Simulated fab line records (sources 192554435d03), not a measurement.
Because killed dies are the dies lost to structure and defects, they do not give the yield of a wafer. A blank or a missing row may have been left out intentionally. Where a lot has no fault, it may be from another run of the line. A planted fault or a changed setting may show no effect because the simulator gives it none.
One fault through the eyes of 2 desks :: flow n5_finfet :: only its own numbers are on each desk; what lay behind them is given at the end

== FROM THE METROLOGY DESK ==
Lot by lot, what the gauges showed, no matter which tool ran the lot: averages of those sampled wafers that carry a number. Marked OUT: a lot whose mean sits more than 4 standard deviations from the usual mean, which makes it out of limits; the brackets give that distance. Readings shown: 7 of its 12, picked as those furthest out on some lot.
Columns: A = DIBL_N at N5_BEOL_M4_RC_MEAS_101, usual 36.4 mV/V; B = DIBL_P at N5_BEOL_M4_RC_MEAS_101, usual 36.6 mV/V; C = ION_N at N5_BEOL_M4_RC_MEAS_101, usual 671 uA/um; D = ION_P at N5_BEOL_M4_RC_MEAS_101, usual 462 uA/um; E = SS_N at N5_BEOL_M4_RC_MEAS_101, usual 71.5 mV/dec; F = VT_N at N5_BEOL_M4_RC_MEAS_101, usual 250.1 mV; G = VT_P at N5_BEOL_M4_RC_MEAS_101, usual -250.1 mV
lot: L498
first seen here: day 2 23:10
A: 35.8
B: 35.3
C: 678
D: 461
E: 71.4
F: 250.6
G: -249.9

lot: L500
first seen here: day 3 14:38
A: 35.3
B: 36.1
C: 667
D: 464
E: 71.2
F: 250.6
G: -247.7

lot: L503
first seen here: day 4 09:45
A: 34.0
B: 34.2
C: 659
D: 458
E: 70.7
F: 253.8
G: -249.1

lot: L510
first seen here: day 6 00:26
A: 36.8
B: 35.3
C: 677
D: 471
E: 71.2
F: 247.9
G: -245.0

lot: L516
first seen here: day 7 14:15
A: 36.0
B: 38.4
C: 677
D: 465
E: 71.6
F: 249.3
G: -248.8

lot: L519
first seen here: day 8 05:29
A: 38.7
B: 40.0
C: 674
D: 465
E: 71.9
F: 249.7
G: -247.0
This desk's verdict: no lot among the 6 shows anything out of limits.

== TOOL OWNER'S DESK, rie_si-01 ==
The tool's own readings at N5_DUMMY_GATE_ETCH_44 (etches poly-Si in HBr/O2, stops on SiO2, target depth 127.5 nm): means of the sampled wafers that have a number, for each lot that ran on this tool. Marked OUT: a lot whose mean sits more than 4 standard deviations from the usual mean, which makes it out of limits; the brackets give that distance.
Columns: A = drypump_motor_current_A at N5_DUMMY_GATE_ETCH_44, usual 5.8 A; B = oes_product_au at N5_DUMMY_GATE_ETCH_44, usual 0.729 a.u.; C = throttle_valve_pct at N5_DUMMY_GATE_ETCH_44, usual 18.50 %
lot: L498
first seen here: day 2 23:32
A: 5.7
B: 0.742
C: 18.48

lot: L500
first seen here: day 3 15:08
A: 5.8
B: 0.718
C: 18.60

lot: L503
first seen here: day 4 10:08
A: 5.9
B: 0.728
C: 18.57

lot: L516
first seen here: day 7 14:37
A: 5.9
B: 0.731
C: 18.57

lot: L519
first seen here: day 8 05:52
A: 5.8
B: 0.737
C: 18.48
This desk's verdict: no lot among the 5 shows anything out of limits.

== BROUGHT TOGETHER ==
Nothing out of limits was seen by the metrology desk.
The tool owner's desk saw nothing out of limits.

== WHAT THE SIMULATOR PUT IN ==
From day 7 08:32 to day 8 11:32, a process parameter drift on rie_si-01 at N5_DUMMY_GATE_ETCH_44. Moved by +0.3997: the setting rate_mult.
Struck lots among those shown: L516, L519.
